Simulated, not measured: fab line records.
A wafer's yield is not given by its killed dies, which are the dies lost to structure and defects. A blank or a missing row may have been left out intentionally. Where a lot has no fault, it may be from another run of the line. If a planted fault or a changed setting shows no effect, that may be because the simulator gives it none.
Chamber matching    flow n5_finfet    N5_BEOL_M1_ETCH_77 on rie_diel-02 has 4 sister chambers
The step etches underlayer in N2/H2, target depth 6.5 nm, time 5.2 s. 14 wafers are shown with their chamber, then 7 later ones without.

## WAFERS WITH THEIR CHAMBER
wafer   chamber  showerhead_plenum_p_Torr (Torr)  drypump_motor_current_A (A)  throttle_valve_pct (%)
L075.2  3        2.59                             5.2                          18.12
L075.4  0        2.62                             6.2                          17.80
L075.6  2        2.45                             5.3                          17.79
L080.1  1        2.71                             6.5                          17.80
L080.4  3        2.59                             5.2                          18.15
L080.6  2        2.45                             5.3                          17.80
L086.1  3        2.59                             5.2                          18.18
L086.5  3        2.59                             5.3                          18.17
L086.6  1        2.71                             6.6                          17.80
L088.1  1        2.71                             6.6                          17.83
L088.3  3        2.58                             5.2                          18.17
L088.6  1        2.71                             6.6                          17.82
L090.3  3        2.58                             5.3                          18.21
L090.4  1        2.70                             6.6                          17.82

SIGNATURES (averages over the wafers above)
reading                   chamber 0  chamber 1  chamber 2  chamber 3  scatter within a chamber
showerhead_plenum_p_Torr  2.6200     2.7080     2.4500     2.5867     0.00462
drypump_motor_current_A   6.200      6.580      5.300      5.233      0.0462
throttle_valve_pct        17.8000    17.8140    17.7950    18.1667    0.023
Rule: a wafer's distance from a chamber is the root of the sum, over the readings, of the square of ((its reading less the chamber's mean) divided by the reading's scatter). If the next closest chamber is less than 2 further off than the closest, the wafer can't be placed; otherwise it belongs to the closest. The scatter is the square root of a quotient: the sum, over the shown wafers, of each reading's squared deviation from its chamber's mean, divided by wafers minus chambers.

## WAFERS WITHOUT THEIR CHAMBER
wafer   showerhead_plenum_p_Torr (Torr)  drypump_motor_current_A (A)  throttle_valve_pct (%)
L090.5  2.44                             5.3                          17.85
L091.1  2.71                             6.5                          17.81
L091.2  2.44                             5.3                          17.86
L091.6  2.62                             6.2                          17.36
L092.1  2.58                             5.2                          18.21
L092.2  2.44                             5.3                          17.86
L092.6  2.44                             5.3                          17.86

## WHICH CHAMBER EACH ONE RAN IN
wafer   from the rows above  in truth
L090.5  2                    2
L091.1  1                    1
L091.2  2                    2
L091.6  0                    0
L092.1  3                    3
L092.2  2                    2
L092.6  2                    2
Placed correctly: 7 of 7. Left unplaced by these rows: 0. Number placed wrongly: 0.
